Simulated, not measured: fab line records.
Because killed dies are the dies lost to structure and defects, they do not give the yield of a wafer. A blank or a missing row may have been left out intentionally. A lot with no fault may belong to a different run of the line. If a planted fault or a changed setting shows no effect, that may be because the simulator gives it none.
Matching of chambers ; flow n5Finfet ; N5_SD_EPI_P_ETCH_37 on rieDiel-05 has 4 sister chambers
The step etches SOC in N2/H2, overetch 108 nm, time 486 s. 33 wafers are shown with their chamber, then 12 later ones without.

## WAFERS, EACH WITH ITS CHAMBER
wafer;chamber;drypumpMotorCurrentA (A);showerheadPlenumPTorr (Torr);throttleValvePct (%)
L074.2;0;5.5;2.64;24.06
L074.3;1;5.6;2.45;23.62
L074.6;0;5.5;2.64;24.06
L075.2;0;5.4;2.64;24.05
L075.5;1;5.6;2.45;23.63
L075.6;0;5.4;2.64;24.06
L076.1;3;6.3;2.47;23.86
L076.4;0;5.5;2.64;24.05
L076.6;1;5.6;2.45;23.61
L077.2;3;6.3;2.47;23.85
L077.5;2;6.5;2.50;23.53
L077.6;3;6.4;2.47;23.84
L080.1;3;6.3;2.46;23.84
L080.3;0;5.4;2.63;24.06
L080.4;2;6.5;2.50;23.52
L081.1;3;6.3;2.46;23.85
L081.3;0;5.5;2.63;24.08
L081.5;2;6.5;2.50;23.55
L084.3;3;6.3;2.46;23.86
L084.4;2;6.5;2.49;23.54
L084.5;3;6.3;2.46;23.86
L085.1;0;5.5;2.63;24.06
L085.4;1;5.6;2.45;23.65
L085.5;2;6.5;2.49;23.57
L086.1;1;5.6;2.45;23.66
L086.2;0;5.4;2.63;24.09
L086.5;2;6.5;2.49;23.55
L087.3;3;6.3;2.46;23.86
L087.4;2;6.5;2.49;23.54
L087.6;1;5.6;2.45;23.65
L088.2;2;6.5;2.49;23.56
L088.3;1;5.6;2.44;23.67
L088.5;2;6.5;2.49;23.55

SIGNATURES (averages over the wafers above)
reading;chamber 0;chamber 1;chamber 2;chamber 3;scatter within a chamber
drypumpMotorCurrentA;5.456;5.600;6.500;6.312;0.0327
showerheadPlenumPTorr;2.6356;2.4486;2.4933;2.4638;0.0049
throttleValvePct;24.0633;23.6414;23.5456;23.8525;0.0152
Rule: for each reading, subtract the chamber's mean from the wafer's reading, divide by that reading's scatter and square the result; add these up over the readings and take the root, which gives the wafer's distance from the chamber. If the next closest chamber is less than 2 further off than the closest, the wafer can't be placed; otherwise it belongs to the closest. The scatter: the root of (the sum of the squares of (reading less its chamber's mean) over the shown wafers, divided by (wafers less chambers)).

## WAFERS MISSING THEIR CHAMBER
wafer;drypumpMotorCurrentA (A);showerheadPlenumPTorr (Torr);throttleValvePct (%)
L089.1;6.5;2.49;23.56
L089.2;6.3;2.46;23.88
L089.4;6.4;2.46;23.88
L091.1;5.6;2.44;23.66
L091.3;6.5;2.49;23.57
L091.4;5.6;2.44;23.66
L093.2;5.4;2.62;24.10
L093.5;5.4;2.62;24.08
L093.6;6.3;2.45;23.88
L095.1;5.4;2.62;24.09
L095.3;5.6;2.44;23.66
L095.4;6.5;2.49;23.56

## WHICH CHAMBER EACH WENT THROUGH
wafer;from the rows above;in truth
L089.1;2;2
L089.2;3;3
L089.4;3;3
L091.1;1;1
L091.3;2;2
L091.4;1;1
L093.2;0;0
L093.5;0;0
L093.6;3;3
L095.1;0;0
L095.3;1;1
L095.4;2;2
Placed correctly: 12 of 12. Can't be placed from these rows: 0. Placed wrongly: 0.
